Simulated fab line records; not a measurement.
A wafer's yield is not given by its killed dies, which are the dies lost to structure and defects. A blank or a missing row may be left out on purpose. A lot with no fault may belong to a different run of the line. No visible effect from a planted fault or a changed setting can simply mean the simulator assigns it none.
Chamber matching -- flow n5 finfet -- N5_MOL_CONTACT_COAG_ALD_131 on ald sin-03: 4 sister chambers
The step deposits SiO2, target thk 5 nm, pulse time 1 s, co reactant pulse time 1 s. 4 wafers are shown with their chamber, then 11 later ones without.

WAFERS, EACH WITH ITS CHAMBER
wafer,chamber,heater power w (W)
L079.3,0,74
L090.2,2,77
L090.6,3,91
L091.2,1,86

WAFERS WITH NO CHAMBER GIVEN
wafer,heater power w (W)
L091.4,80
L091.5,79
L094.3,85
L094.4,75
L094.5,90
L095.2,79
L095.3,90
L095.5,77
L096.2,72
L096.4,91
L096.6,74

CHAMBER TAKEN BY EACH
wafer,from the rows above,in truth
L091.4,can't be placed: 2 or 0 or 1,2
L091.5,can't be placed: 2 or 0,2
L094.3,1,1
L094.4,can't be placed: 0 or 2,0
L094.5,can't be placed: 3 or 1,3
L095.2,can't be placed: 2 or 0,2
L095.3,can't be placed: 3 or 1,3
L095.5,can't be placed: 2 or 0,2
L096.2,can't be placed: 0 or 2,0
L096.4,3,3
L096.6,can't be placed: 0 or 2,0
2 of 11 placed correctly. Unplaceable from these rows: 9, with the true chamber sitting among the candidates in 9. 0 placed wrongly.
How it was worked out, from the rows above alone: a wafer's distance from a chamber is the root of the sum, over the readings, of the square of ((its reading less the chamber's mean) divided by the reading's scatter). The wafer belongs to the nearest chamber; if the next one is less than 2 further off, it can't be placed. For every chamber, the mean is computed from those of its wafers that are shown. The scatter: with one shown wafer a chamber, the root of the mean of the squares of how far each hidden wafer lies from its nearest shown one.
